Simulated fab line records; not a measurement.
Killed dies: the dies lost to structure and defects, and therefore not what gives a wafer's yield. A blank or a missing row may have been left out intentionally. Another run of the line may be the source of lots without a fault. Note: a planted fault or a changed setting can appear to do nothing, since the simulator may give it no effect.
Chamber matching / flow n5_finfet / N5_MIM_TOP_ALD_00 on ald_hk-02 has 4 sister chambers
The step deposits Al2O3, purge time 3 s, co reactant pulse time 3 s. 4 wafers are shown with their chamber, then 8 later ones without.

== WAFERS WITH THEIR CHAMBER ==
wafer=L080.6 chamber=2 precursor_pulse_height_rel=0.952
wafer=L084.4 chamber=1 precursor_pulse_height_rel=1.005
wafer=L084.6 chamber=0 precursor_pulse_height_rel=1.023
wafer=L089.2 chamber=3 precursor_pulse_height_rel=1.000

== WAFERS MISSING THEIR CHAMBER ==
wafer=L089.3 precursor_pulse_height_rel=0.979
wafer=L089.4 precursor_pulse_height_rel=0.982
wafer=L091.2 precursor_pulse_height_rel=1.004
wafer=L091.5 precursor_pulse_height_rel=1.018
wafer=L091.6 precursor_pulse_height_rel=1.036
wafer=L096.1 precursor_pulse_height_rel=0.992
wafer=L096.3 precursor_pulse_height_rel=1.010
wafer=L096.4 precursor_pulse_height_rel=1.011

== EACH ONE'S CHAMBER ==
wafer=L089.3; from the rows above=can't be placed: 3 or 1 or 2 or 0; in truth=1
wafer=L089.4; from the rows above=can't be placed: 3 or 1 or 2 or 0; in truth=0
wafer=L091.2; from the rows above=can't be placed: 1 or 3 or 0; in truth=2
wafer=L091.5; from the rows above=can't be placed: 0 or 1 or 3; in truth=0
wafer=L091.6; from the rows above=can't be placed: 0 or 1 or 3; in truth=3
wafer=L096.1; from the rows above=can't be placed: 3 or 1 or 0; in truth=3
wafer=L096.3; from the rows above=can't be placed: 1 or 3 or 0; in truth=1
wafer=L096.4; from the rows above=can't be placed: 1 or 3 or 0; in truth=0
Placed correctly: 0 of 8. Can't be placed from these rows: 8 (the true chamber is among the candidates in 7). 0 placed wrongly.
How it was worked out, from the rows above alone: a wafer's distance from a chamber is the root of the sum, over the readings, of the square of ((its reading less the chamber's mean) divided by the reading's scatter). The wafer belongs to the nearest chamber; if the next one is less than 2 further off, it can't be placed. The mean given for a chamber averages the wafers shown for that chamber. The scatter (one wafer shown for each chamber): square how far every hidden wafer sits from the nearest shown wafer, average those squares and take the square root.
